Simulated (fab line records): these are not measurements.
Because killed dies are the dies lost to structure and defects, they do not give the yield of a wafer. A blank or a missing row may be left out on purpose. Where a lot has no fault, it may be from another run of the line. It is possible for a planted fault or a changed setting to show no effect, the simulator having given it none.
Matching of chambers ; flow n5Finfet ; N5_HKMG_FIN_ETCH_54 on rieDiel-04: 4 sister chambers
The step etches SiARC in CF4, target depth 45.5 nm, time 75.8 s. 20 wafers are shown with their chamber, then 10 later ones without.

== WAFERS PAIRED WITH THEIR CHAMBERS ==
wafer;chamber;drypumpMotorCurrentA (A);throttleValvePct (%);oesProductAu (a.u.)
L074.3;3;5.7;15.67;0.63
L074.4;2;5.7;15.42;0.70
L074.5;3;5.6;15.67;0.63
L079.2;1;6.3;15.48;0.81
L079.3;0;5.1;15.87;0.60
L079.4;2;5.7;15.43;0.70
L081.1;2;5.7;15.46;0.70
L081.2;3;5.7;15.68;0.63
L081.6;1;6.3;15.49;0.80
L082.1;1;6.3;15.48;0.80
L082.3;0;5.1;15.87;0.60
L082.6;1;6.3;15.48;0.80
L083.1;2;5.7;15.45;0.69
L083.2;3;5.6;15.70;0.63
L083.3;0;5.1;15.88;0.59
L083.4;1;6.3;15.47;0.79
L083.5;3;5.6;15.68;0.62
L083.6;2;5.7;15.46;0.69
L086.3;3;5.6;15.69;0.62
L086.5;0;5.1;15.89;0.59

SIGNATURES, as means of the wafers listed above
reading;chamber 0;chamber 1;chamber 2;chamber 3;scatter within a chamber
drypumpMotorCurrentA;5.100;6.300;5.700;5.633;0.0289
throttleValvePct;15.8775;15.4800;15.4440;15.6817;0.0124
oesProductAu;0.5950;0.8000;0.6960;0.6267;0.00588
Rule: a wafer lies at a distance from a chamber equal to the root of the sum of squares, over the readings, of (its reading less the chamber's mean, divided by the reading's scatter). The wafer belongs to the nearest chamber; if the next one is less than 2 further off, it can't be placed. How the scatter is found: for the shown wafers, subtract from each reading the mean of its chamber, square and add these, divide the total by (wafers less chambers), then take the root.

== WAFERS WITHOUT THEIR CHAMBER ==
wafer;drypumpMotorCurrentA (A);throttleValvePct (%);oesProductAu (a.u.)
L086.6;5.6;15.70;0.62
L088.1;6.3;15.51;0.77
L088.5;5.1;15.88;0.58
L088.6;5.6;15.69;0.61
L090.2;5.6;15.69;0.62
L090.3;6.3;15.49;0.76
L090.6;6.3;15.50;0.77
L093.1;6.3;15.51;0.75
L093.3;5.1;15.92;0.59
L093.6;5.7;15.72;0.61

== CHAMBER TAKEN BY EACH ==
wafer;from the rows above;in truth
L086.6;3;3
L088.1;1;1
L088.5;0;0
L088.6;3;3
L090.2;3;3
L090.3;1;1
L090.6;1;1
L093.1;1;1
L093.3;0;0
L093.6;3;3
Correctly placed: 10 of 10. Not placeable from these rows: 0. 0 placed wrongly.
